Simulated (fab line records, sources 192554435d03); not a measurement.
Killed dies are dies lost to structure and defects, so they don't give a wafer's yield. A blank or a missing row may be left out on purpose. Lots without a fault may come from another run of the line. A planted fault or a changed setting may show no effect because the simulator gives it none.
fab line records | flow n5_finfet | part 2 of 2: steps 19 to 28 of 28
record lots=5 wafers=15 last_day=16
route steps=1938 shown SD_EPI_P@304 SD_ACTIVATION@330
lots that met no fault: from a run of the same line without faults
start_h: hours from the record's first day to the start of the lot's first wafer shown | wait_h: hours since the lot's step before | " the same as in the row above | L1.1+2: a row that stands for several wafers | - no value, or no start given | * or withheld: withheld | < > ~ a bound
route shown NAME@n: a module of which the file shows steps, and the number in the route of the first | usual: mean/standard deviation of fault-free wafers | same: alike in all rows | chamber/n: place in a boat | sites: the reading at each site | _std_site: their standard deviation | _edge_site: outer sites' mean less inner sites' | radius_mm: how far each site lies from the wafer's centre | mask NAME#n: copy n | behind: the tool/chamber that last shaped the wafer | hold: why the lot was held/for how many hours/how that ended | device: the transistor (n, p or np) that didn't switch | end of line: the same wafers' tests at the end of the route | a step without rows: its recipe alone | killed: dies lost to structure and defects at the first sort, not the wafer's yield | map: a wafer's dies, x killed, . not, _ none there
set.NAME: the setting as run; set.NAME@STEP: as run at that earlier step | model.NAME: the simulator's own value behind a step, which no gauge read
lots at some steps of the route; a table a step, a row a wafer
services: from which hour (start_h, from the record's first day; less than 0 if before it) a tool's chamber was out of use, for how many hours, and why
## steps
# step N5_SD_EPI_P_EPI_MEAS_23
# recipe mode=xrd
# usual thk_nm=60.9/1.3
# columns lot.wafer tool chamber start_h wait_h thk_nm
L077.2 film_metro-02 - 75.56 1.5 60.9
L077.4 " - " " 62.8
L077.6 " - " " 62.2
L079.2 film_metro-02 - 86.47 1.5 59.3
L079.4 " - " " 59.6
L079.6 " - " " 59.6
L082.1 film_metro-02 - 109.78 1.8 58.6
L082.4 " - " " 58.8
L082.6 " - " " 59.2
L085.1 film_metro-01 - 126.32 1.8 60.1
L085.5 " - " " 59.8
L085.6 " - " " 61.9
L094.1 film_metro-01 - 178.48 1.9 59.0
L094.3 " - " " 62.1
L094.4 " - " " 60.2
# step N5_SD_EPI_P_HM_STRIP_48
# recipe chemistry=H3PO4 temp_c=160 material=SiNx target=SiNx target_depth_a=30 overetch_fraction=0.3
# usual bath_guard_temp_C=160.0/0.57 bath_heat_duty_pct=27.2/2.6
# columns lot.wafer tool chamber start_h wait_h bath_guard_temp_C bath_heat_duty_pct
L077.2 wet_bench-01 1 75.60 0.0 161.0 22.9
L077.4 " 2 " " 159.8 28.9
L077.6 " 4 " " 159.8 24.6
L079.2 wet_bench-06 6 86.50 0.0 159.3 24.2
L079.4 " 3 " " 160.0 25.1
L079.6 " 1 " " 159.9 26.5
L082.1 wet_bench-01 0 109.82 0.0 159.7 32.0
L082.4 " 5 " " 160.6 29.8
L082.6 " 6 " " 161.2 28.0
L085.1 wet_bench-01 6 126.36 0.0 160.5 28.7
L085.5 " 5 " " 160.3 28.5
L085.6 " 1 " " 160.7 24.4
L094.1 wet_bench-06 1 178.51 0.0 159.7 24.6
L094.3 " 6 " " 158.9 23.3
L094.4 " 7 " " 161.0 27.2
# step N5_SD_EPI_P_SRD_49
# recipe dry=ipa_marangoni time_s=30 temp_c=23 rinse_liquid=diw
# usual bath_heat_duty_pct=3.7/0.52
# columns lot.wafer tool chamber start_h wait_h bath_heat_duty_pct
L077.2 wet_bench-01 1 75.65 0.0 3.8
L077.4 " 2 " " 3.6
L077.6 " 4 " " 2.7
L079.2 wet_bench-06 6 86.55 0.0 3.6
L079.4 " 3 " " 3.3
L079.6 " 1 " " 3.2
L082.1 wet_bench-01 0 109.87 0.0 3.8
L082.4 " 5 " " 3.3
L082.6 " 6 " " 3.9
L085.1 wet_bench-01 6 126.41 0.0 3.9
L085.5 " 5 " " 3.4
L085.6 " 1 " " 3.8
L094.1 wet_bench-06 1 178.56 0.0 3.3
L094.3 " 6 " " 3.4
L094.4 " 7 " " 3.1
# step N5_SD_EPI_P_PRECLEAN_24
# recipe chemistry=O3/DIW time_s=45 temp_c=22 o3_ppm=10
# usual bath_heat_duty_pct=2.4/0.43
# columns lot.wafer tool chamber start_h wait_h bath_heat_duty_pct
L077.2 wet_bench-01 1 75.67 0.0 1.4
L077.4 " 2 " " 1.8
L077.6 " 4 " " 2.3
L079.2 wet_bench-06 6 86.57 0.0 1.9
L079.4 " 3 " " 2.2
L079.6 " 1 " " 2.3
L082.1 wet_bench-01 0 109.89 0.0 2.5
L082.4 " 5 " " 2.8
L082.6 " 6 " " 3.0
L085.1 wet_bench-01 6 126.43 0.0 2.4
L085.5 " 5 " " 2.6
L085.6 " 1 " " 1.9
L094.1 wet_bench-06 1 178.58 0.0 2.5
L094.3 " 6 " " 3.4
L094.4 " 7 " " 2.4
# step N5_SD_EPI_P_PRECLEAN_32
# recipe chemistry=dHF time_s=10 dilution=500:1 temp_c=25
# usual bath_heat_duty_pct=6.4/0.79
# columns lot.wafer tool chamber start_h wait_h bath_heat_duty_pct
L077.2 wet_bench-01 1 75.68 0.0 5.2
L077.4 " 2 " " 6.3
L077.6 " 4 " " 4.7
L079.2 wet_bench-06 6 86.59 0.0 5.5
L079.4 " 3 " " 5.3
L079.6 " 1 " " 6.1
L082.1 wet_bench-01 0 109.90 0.0 6.4
L082.4 " 5 " " 7.5
L082.6 " 6 " " 6.7
L085.1 wet_bench-01 6 126.44 0.0 6.9
L085.5 " 5 " " 6.4
L085.6 " 1 " " 6.2
L094.1 wet_bench-06 1 178.60 0.0 6.8
L094.3 " 6 " " 5.8
L094.4 " 7 " " 6.3
# step N5_SD_EPI_P_PRECLEAN_33
# recipe chemistry=SC2 time_s=45 temp_c=35 mix=1:1:50
# usual bath_guard_temp_C=35.0/0.55 bath_heat_duty_pct=3.3/0.52
# columns lot.wafer tool chamber start_h wait_h bath_guard_temp_C bath_heat_duty_pct
L077.2 wet_bench-01 1 75.68 0.0 35.7 2.5
L077.4 " 2 " " 34.8 3.5
L077.6 " 4 " " 35.2 3.8
L079.2 wet_bench-06 6 86.59 0.0 34.0 3.2
L079.4 " 3 " " 35.1 2.9
L079.6 " 1 " " 34.7 3.2
L082.1 wet_bench-01 0 109.90 0.0 34.6 3.9
L082.4 " 5 " " 35.6 4.2
L082.6 " 6 " " 35.8 3.1
L085.1 wet_bench-01 6 126.44 0.0 35.5 3.6
L085.5 " 5 " " 35.5 2.7
L085.6 " 1 " " 35.4 3.2
L094.1 wet_bench-06 1 178.60 0.0 34.7 3.6
L094.3 " 6 " " 34.1 2.5
L094.4 " 7 " " 36.1 3.7
# step N5_SD_EPI_P_SRD_25
# recipe time_s=30 temp_c=23 rinse_liquid=diw dry=ipa_marangoni
# usual bath_heat_duty_pct=3.7/0.51
# columns lot.wafer tool chamber start_h wait_h bath_heat_duty_pct
L077.2 wet_bench-01 1 75.70 0.0 3.4
L077.4 " 2 " " 3.2
L077.6 " 4 " " 3.1
L079.2 wet_bench-06 6 86.60 0.0 3.5
L079.4 " 3 " " 2.9
L079.6 " 1 " " 3.8
L082.1 wet_bench-01 0 109.91 0.0 4.6
L082.4 " 5 " " 4.3
L082.6 " 6 " " 2.9
L085.1 wet_bench-01 6 126.45 0.0 3.9
L085.5 " 5 " " 4.8
L085.6 " 1 " " 2.9
L094.1 wet_bench-06 1 178.61 0.0 3.4
L094.3 " 6 " " 3.2
L094.4 " 7 " " 3.0
# step N5_SD_EPI_P_INSPECT_26
# recipe inspect_instrument=darkfield mode=post_epi
# usual raw_defect_count=167/33
# columns lot.wafer tool chamber start_h wait_h raw_defect_count
L077.2 defect_inspect-01 - 75.74 0.0 135
L077.4 " - " " 120
L077.6 " - " " 147
L079.2 defect_inspect-01 - 86.64 0.0 132
L079.4 " - " " 128
L079.6 " - " " 208
L082.1 defect_inspect-01 - 109.95 0.0 192
L082.4 " - " " 179
L082.6 " - " " 111
L085.1 defect_inspect-01 - 126.49 0.0 157
L085.5 " - " " 142
L085.6 " - " " 130
L094.1 defect_inspect-02 - 178.65 0.0 204
L094.3 " - " " 194
L094.4 " - " " 186
# step N5_SD_ACTIVATION_RTA_00
# recipe temp_c=975 time_s=0 ambient=N2 idle_temp_c=600 ramp_up_c_per_s=150 ramp_down_c_per_s=60 cool_to_c=600
# usual lamp_power_pct=8.96/0.049 lamp_zone_6_pct=8.878/0.027 wafer_temp_C_max=974.8/1.8
# columns lot.wafer tool chamber start_h wait_h lamp_power_pct lamp_zone_6_pct wafer_temp_C_max
L077.2 rtp_anneal-01 0 75.79 0.1 9.00 8.847 972.4
L077.4 " 0 " " 8.96 8.901 975.8
L077.6 " 0 " " 8.97 8.813 976.4
L079.2 rtp_anneal-02 0 86.70 0.1 8.94 8.913 973.5
L079.4 " 0 " " 8.86 8.871 976.7
L079.6 " 0 " " 9.00 8.906 974.5
L082.1 rtp_anneal-01 0 109.98 0.0 8.98 8.887 976.4
L082.4 " 0 " " 8.92 8.882 974.9
L082.6 " 0 " " 8.93 8.842 975.5
L085.1 rtp_anneal-02 0 126.52 0.0 9.00 8.831 973.9
L085.5 " 0 " " 8.98 8.856 980.9
L085.6 " 0 " " 8.95 8.882 974.2
L094.1 rtp_anneal-01 0 178.74 0.1 8.94 8.871 972.7
L094.3 " 0 " " 8.97 8.838 974.0
L094.4 " 0 " " 8.99 8.814 975.5
# step N5_SD_ACTIVATION_LSA_01
# recipe temp_c=1080 time_s=0.0008 ambient=N2
# usual wafer_temp_C_max=1084.5/1.2
# columns lot.wafer tool chamber start_h wait_h wafer_temp_C_max
L077.2 laser_anneal-01 0 76.00 0.2 1085.4
L077.4 " 0 " " 1085.3
L077.6 " 0 " " 1084.2
L079.2 laser_anneal-02 0 86.90 0.2 1082.3
L079.4 " 0 " " 1083.4
L079.6 " 0 " " 1082.7
L082.1 laser_anneal-01 0 110.18 0.2 1084.1
L082.4 " 0 " " 1083.8
L082.6 " 0 " " 1084.4
L085.1 laser_anneal-02 0 126.72 0.2 1083.3
L085.5 " 0 " " 1084.7
L085.6 " 0 " " 1083.5
L094.1 laser_anneal-01 0 178.94 0.2 1084.0
L094.3 " 0 " " 1086.5
L094.4 " 0 " " 1084.7
## services
# columns tool chamber start_h hours kind
rie_diel-02 - 53.02 14.6 pm
rie_diel-03 1 57.34 23.6 repair
rie_diel-04 3 60.92 12.0 repair
rie_si-01 2 65.56 10.3 repair
rie_diel-02 2 69.71 3.8 repair
rie_diel-02 1 71.07 1.3 repair
rtp_anneal-02 - 77.37 4.4 pm
laser_anneal-02 - 81.63 2.3 pm
laser_anneal-01 - 83.90 6.5 pm
wet_bench-04 - 87.72 40.5 repair
wet_bench-01 - 98.35 1.9 pm
rie_diel-02 - 104.66 0.8 repair
rie_si-01 - 108.68 2.8 pm
rie_diel-04 - 117.44 2.2 repair
rie_si-01 0 119.04 8.5 repair
rie_diel-03 2 119.39 6.6 repair
rie_diel-02 - 126.83 2.8 pm
epi_rpcvd-01 - 134.94 2.3 repair
plasma_asher-02 - 142.88 3.1 repair
epi_rpcvd-02 - 144.49 0.4 repair
laser_anneal-01 - 147.77 2.9 pm
epi_rpcvd-02 - 162.90 1.8 repair
epi_rpcvd-01 - 169.87 2.8 pm
epi_rpcvd-02 - 170.30 4.2 repair
